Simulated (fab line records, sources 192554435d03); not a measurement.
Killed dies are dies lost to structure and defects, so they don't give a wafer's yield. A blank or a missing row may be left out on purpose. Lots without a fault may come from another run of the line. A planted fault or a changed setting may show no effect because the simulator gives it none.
Chamber matching | flow n5_finfet | N5_MOL_CONTACT_COAG_ETCH_15 on rie_diel-05: 4 sister chambers
The step etches SiNx in CH3F/O2, stops on Si:P, target depth 7 nm. 4 wafers are shown with their chamber, then 8 later ones without.

WAFERS WITH THEIR CHAMBER
wafer  | chamber | showerhead_plenum_p_Torr (Torr)
L076.4 | 2       | 1.95
L080.3 | 1       | 2.04
L080.6 | 3       | 2.13
L081.2 | 0       | 1.96

WAFERS WITHOUT THEIR CHAMBER
wafer  | showerhead_plenum_p_Torr (Torr)
L081.3 | 1.95
L081.4 | 2.13
L089.1 | 1.95
L089.5 | 2.04
L089.6 | 1.95
L095.3 | 1.95
L095.4 | 2.03
L095.6 | 1.95

WHICH CHAMBER EACH WENT THROUGH
wafer  | from the rows above | in truth
L081.3 | 2                   | 2
L081.4 | 3                   | 3
L089.1 | 2                   | 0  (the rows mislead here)
L089.5 | 1                   | 1
L089.6 | 2                   | 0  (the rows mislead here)
L095.3 | 2                   | 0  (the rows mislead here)
L095.4 | 1                   | 1
L095.6 | 2                   | 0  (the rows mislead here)
Placed correctly: 4 of 8. Can't be placed from these rows: 0. Placed wrongly: 4.
How it was worked out, from the rows above alone: a wafer's distance from a chamber is the root of the sum, over the readings, of the square of ((its reading less the chamber's mean) divided by the reading's scatter). The wafer belongs to the nearest chamber; if the next one is less than 2 further off, it can't be placed. A chamber's mean is the mean of its shown wafers. The scatter: with one shown wafer a chamber, the root of the mean of the squares of how far each hidden wafer lies from its nearest shown one.
